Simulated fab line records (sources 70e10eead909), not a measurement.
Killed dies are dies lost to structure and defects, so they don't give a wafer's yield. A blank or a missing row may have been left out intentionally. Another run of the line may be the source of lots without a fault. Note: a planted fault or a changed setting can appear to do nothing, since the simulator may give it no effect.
What tool caused it? -- flow nand_harc -- Sampling: 14 lots, 42 wafers, 4 of 1159 route steps

== WHAT EACH GAUGE READ, for each wafer ==
The record holds no reading of a measuring or inspecting step that can be judged against a usual standard deviation.

== WHICH TOOL RAN EACH LOT (tool, then ch and the chambers of the sampled wafers, then the start) ==
lot,NHARC_P_M0_PVD_20,NHARC_P_M0_DEP_32,NHARC_P_M1_PEB_07,NHARC_P_M1_STRIP_18
L854,"pvd_sputter-02, day 5 23:25 or earlier","pecvd-01 ch 0,1, day 5 23:25","litho_track-04 ch 0, day 6 00:32","rie_diel-05 ch 0,1,3, day 6 01:14"
L855,"pvd_sputter-03, day 6 08:02 or earlier","pecvd-04 ch 1,2, day 6 08:02","litho_track-01 ch 0, day 6 09:12","rie_diel-05 ch 0,1,3, day 6 09:54"
L856,"pvd_sputter-03, day 6 08:25 or earlier","pecvd-03 ch 1,2, day 6 08:25","litho_track-01 ch 0, day 6 09:35","rie_diel-02 ch 0,1,2, day 6 10:13"
L859,"pvd_sputter-01, day 7 07:04 or earlier","pecvd-04 ch 0,1, day 7 07:04","litho_track-04 ch 0, day 7 08:11","rie_diel-05 ch 0,1,3, day 7 08:50"
L862,"pvd_sputter-02, day 7 19:40 or earlier","pecvd-03 ch 0,1,2, day 7 19:40","litho_track-06 ch 0, day 7 20:40","rie_diel-09 ch 1,2, day 7 21:19"
L861,"pvd_sputter-02, day 8 03:17 or earlier","pecvd-04 ch 0,1,2, day 8 03:17","litho_track-04 ch 0, day 8 04:20","rie_diel-05 ch 0,2,3, day 8 05:01"
L863,"pvd_sputter-01, day 8 08:49 or earlier","pecvd-01 ch 0,1,2, day 8 08:49","litho_track-04, day 8 09:51","rie_diel-09 ch 1,3, day 8 10:31"
L864,"pvd_sputter-03, day 8 13:38 or earlier","pecvd-04 ch 0,1,2, day 8 13:38","litho_track-04, day 8 14:46","rie_diel-02 ch 0,1,2, day 8 15:36"
L869,"pvd_sputter-03, day 9 18:23 or earlier","pecvd-04 ch 0,1,2, day 9 18:23","litho_track-01 ch 0, day 9 19:25","rie_diel-02 ch 0,1,3, day 9 20:12"
L870,"pvd_sputter-03, day 10 03:10 or earlier","pecvd-04 ch 0,2, day 10 03:10","litho_track-06 ch 0, day 10 04:19","rie_diel-02 ch 0,1,3, day 10 04:58"
L871,"pvd_sputter-01, day 10 08:54 or earlier","pecvd-01 ch 0,1,2, day 10 08:54","litho_track-04 ch 0, day 10 09:52","rie_diel-09 ch 1,2,3, day 10 10:31"
L874,"pvd_sputter-01, day 10 16:50 or earlier","pecvd-04 ch 0,2, day 10 16:50","litho_track-04 ch 0, day 10 17:52","rie_diel-09 ch 2,3, day 10 18:31"
L873,"pvd_sputter-02, day 11 02:09 or earlier","pecvd-04 ch 0,1,2, day 11 02:09","litho_track-04 ch 0, day 11 03:11","rie_diel-02 ch 1,2,3, day 11 03:55"
L876,"pvd_sputter-03, day 11 10:13 or earlier","pecvd-04 ch 0,1,2, day 11 10:13","litho_track-06 ch 0, day 11 11:23","rie_diel-09 ch 0,1, day 11 12:05"
- NHARC_P_M0_PVD_20: deposits TaN, target thk 5 nm, time 8.06 s.
- NHARC_P_M0_DEP_32: deposits SiCN, target thk 30 nm.
- NHARC_P_M1_PEB_07: peb time 65 s.
- NHARC_P_M1_STRIP_18: strips in N2/H2.

== AS READ BY THE TOOLS THEMSELVES (means over the sampled wafers that have a number; for cases with no such wafer, the mark the record gives instead) ==
NHARC_P_M0_PVD_20. Usual: throttle_valve_pct 30.2 %, standard deviation 1.2.
lot,tool,throttle_valve_pct (%),flag
L854,pvd_sputter-02,29.1,
L855,pvd_sputter-03,30.7,
L856,pvd_sputter-03,30.0,
L859,pvd_sputter-01,31.2,
L862,pvd_sputter-02,28.9,
L861,pvd_sputter-02,29.0,
L863,pvd_sputter-01,30.1,
L864,pvd_sputter-03,29.9,
L869,pvd_sputter-03,30.3,
L870,pvd_sputter-03,30.8,
L871,pvd_sputter-01,30.0,
L874,pvd_sputter-01,29.9,
L873,pvd_sputter-02,30.0,
L876,pvd_sputter-03,29.7,

NHARC_P_M0_DEP_32. Usual: chamber_pressure_Torr 3.001 Torr, standard deviation 0.0054; heater_power_w 594 W, standard deviation 73.
lot,tool,chamber_pressure_Torr (Torr),heater_power_w (W),flag
L854,pecvd-01,3.003,645,
L855,pecvd-04,3.005,550,
L856,pecvd-03,3.004,642,
L859,pecvd-04,3.001,578,
L862,pecvd-03,2.998,660,
L861,pecvd-04,3.002,527,
L863,pecvd-01,3.000,625,
L864,pecvd-04,3.000,524,
L869,pecvd-04,3.001,562,
L870,pecvd-04,3.002,587,
L871,pecvd-01,3.002,670,
L874,pecvd-04,3.002,478,
L873,pecvd-04,2.996,557,
L876,pecvd-04,3.005,569,

NHARC_P_M1_PEB_07. Usual: chill_plate_temp_C 22.98 C, standard deviation 0.099; exhaust_pa 45.0 Pa, standard deviation 0.84.
lot,tool,chill_plate_temp_C (C),exhaust_pa (Pa),flag
L854,litho_track-04,23.00,44.7,
L855,litho_track-01,23.05,44.8,
L856,litho_track-01,22.84,44.4,
L859,litho_track-04,22.86,44.9,
L862,litho_track-06,22.91,44.4,
L861,litho_track-04,23.11,44.4,
L863,litho_track-04,-,-,OFF
L864,litho_track-04,-,-,OFF
L869,litho_track-01,23.07,45.3,
L870,litho_track-06,22.88,44.7,
L871,litho_track-04,23.04,46.0,
L874,litho_track-04,22.94,45.2,
L873,litho_track-04,22.86,45.0,
L876,litho_track-06,23.06,45.3,

NHARC_P_M1_STRIP_18. Usual: drypump_motor_current_A 5.9 A, standard deviation 0.48; h2_flow_sccm 150.0 sccm, standard deviation 0.45; mfc_ar_sccm 0.004 sccm, standard deviation 0.0091; oes_product_au 1.000 a.u., standard deviation 0.013; power_w 999.8 W, standard deviation 2.8; rf_vpp_V 90.9 V, standard deviation 0.96; showerhead_plenum_p_Torr 2.08 Torr, standard deviation 0.086; throttle_valve_pct 14.171 %, standard deviation 0.0086.
lot,tool,drypump_motor_current_A (A),h2_flow_sccm (sccm),mfc_ar_sccm (sccm),oes_product_au (a.u.),power_w (W),rf_vpp_V (V),showerhead_plenum_p_Torr (Torr),throttle_valve_pct (%),flag
L854,rie_diel-05,5.6,150.1,0.013,0.999,997.3,90.8,2.08,14.166,
L855,rie_diel-05,5.6,150.0,0.013,1.005,1001.6,91.0,2.07,14.171,
L856,rie_diel-02,5.8,150.4,0.002,1.002,1001.9,90.7,2.03,14.179,
L859,rie_diel-05,5.6,149.8,0.013,0.994,999.5,91.5,2.07,14.167,
L862,rie_diel-09,6.4,150.0,0.000,0.988,1000.9,91.6,2.13,14.170,
L861,rie_diel-05,5.6,150.5,0.011,1.002,1000.1,91.3,2.06,14.177,
L863,rie_diel-09,5.9,149.9,0.000,1.005,1001.8,91.5,2.15,14.176,
L864,rie_diel-02,5.8,150.2,0.002,0.996,998.0,90.1,2.03,14.166,
L869,rie_diel-02,6.0,150.1,0.002,0.994,998.7,90.7,2.00,14.167,
L870,rie_diel-02,6.0,149.5,0.002,1.006,996.8,90.8,2.00,14.176,
L871,rie_diel-09,6.1,150.1,0.000,0.989,1000.5,91.2,2.15,14.172,
L874,rie_diel-09,5.7,149.9,0.000,0.991,998.1,90.8,2.16,14.174,
L873,rie_diel-02,5.9,149.6,0.004,0.985,1004.3,89.8,1.98,14.170,
L876,rie_diel-09,6.2,150.1,0.000,0.999,1001.5,91.3,2.12,14.168,

== THE ANSWER, worked out from the rows above alone ==
Rule: a lot is off if the mean of its wafers that have a number lies more than 3 standard deviations from the usual mean. A lot without any number at a reading at which 4 lots or more have one is off too. The other lots that the step has rows for count as sound. First the gauges in route order, then the tools' own readings, where a lot's mean is used as printed above. The first step at which some lot is off is used, and at that step the reading that is off furthest; a lot without a number counts as furthest.
Off at NHARC_P_M1_PEB_07 (chill_plate_temp_C): L863, L864. Without a number there: L863, L864.
A tool fits if, at that step or a process step before it, it ran every lot that is off, and no sound lot after the first of them. NHARC_P_M0_PVD_20 gives no start for some lots, so the hours and the order of its lots are those of NHARC_P_M0_DEP_32. None of those tried fits.

== WHAT WAS PUT IN BY THE SIMULATOR ==
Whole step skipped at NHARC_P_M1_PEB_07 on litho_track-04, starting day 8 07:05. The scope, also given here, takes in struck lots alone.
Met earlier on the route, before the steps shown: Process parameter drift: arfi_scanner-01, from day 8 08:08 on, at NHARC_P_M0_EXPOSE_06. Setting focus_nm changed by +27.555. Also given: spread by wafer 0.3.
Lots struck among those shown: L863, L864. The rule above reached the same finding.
